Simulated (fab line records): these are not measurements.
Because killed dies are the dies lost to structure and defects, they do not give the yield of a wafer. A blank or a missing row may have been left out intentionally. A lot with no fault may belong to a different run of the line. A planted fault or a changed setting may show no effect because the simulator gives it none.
Chamber matching	flow nand_harc	4 sister chambers for NHARC_A_ZERO_WELL_ETCH_19 on rie_diel-07
The step etches the open film in N2/H2, target depth 80 nm, overetch 24 nm, time 87.88 s. 16 wafers are shown with their chamber, then 8 later ones without.

WAFERS PAIRED WITH THEIR CHAMBERS
wafer	chamber	rf_vpp_V (V)	oes_product_au (a.u.)	throttle_valve_pct (%)
L074.1	2	434.7	0.973	14.190
L074.2	0	430.5	0.990	14.175
L074.3	1	427.1	0.989	14.167
L079.2	3	434.8	0.988	14.174
L079.3	0	432.7	1.013	14.168
L079.4	1	426.5	0.987	14.160
L081.1	1	426.4	0.997	14.180
L081.2	0	429.4	0.993	14.152
L081.4	3	433.6	1.000	14.168
L086.3	2	434.6	0.978	14.171
L086.4	0	429.6	0.993	14.165
L086.6	2	434.6	0.988	14.161
L087.1	1	426.6	0.987	14.168
L087.2	3	433.3	0.998	14.175
L087.4	0	430.8	1.000	14.175
L090.3	3	435.2	1.003	14.168

SIGNATURES, as means of the wafers listed above
reading	chamber 0	chamber 1	chamber 2	chamber 3	scatter within a chamber
rf_vpp_V	430.600	426.650	434.633	434.225	0.9
oes_product_au	0.99780	0.99000	0.97967	0.99725	0.00738
throttle_valve_pct	14.16700	14.16875	14.17400	14.17125	0.00932
Rule: for a wafer and a chamber, the distance is found by dividing, reading by reading, the gap between the wafer's reading and the chamber's mean by the reading's scatter, squaring, summing and taking the root. The wafer belongs to the nearest chamber; if the next one is less than 2 further off, it can't be placed. How the scatter is found: for the shown wafers, subtract from each reading the mean of its chamber, square and add these, divide the total by (wafers less chambers), then take the root.

WAFERS WHOSE CHAMBER IS MISSING
wafer	rf_vpp_V (V)	oes_product_au (a.u.)	throttle_valve_pct (%)
L090.5	434.0	0.993	14.174
L090.6	426.4	0.993	14.178
L097.1	431.7	1.022	14.183
L097.3	433.6	0.993	14.166
L097.4	432.4	0.996	14.169
L096.1	431.2	1.014	14.170
L096.3	425.8	1.000	14.159
L096.4	432.9	1.006	14.170

WHICH CHAMBER EACH WENT THROUGH
wafer	from the rows above	in truth
L090.5	can't be placed: 3 or 2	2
L090.6	1	1
L097.1	can't be placed: 0 or 3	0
L097.3	can't be placed: 3 or 2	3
L097.4	can't be placed: 0 or 3 or 2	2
L096.1	can't be placed: 0 or 3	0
L096.3	1	1
L096.4	can't be placed: 3 or 0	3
Correct placement for 2 of the 8. Not placeable from these rows: 6 (in 6, the candidates include the true chamber). Placed wrongly: 0.
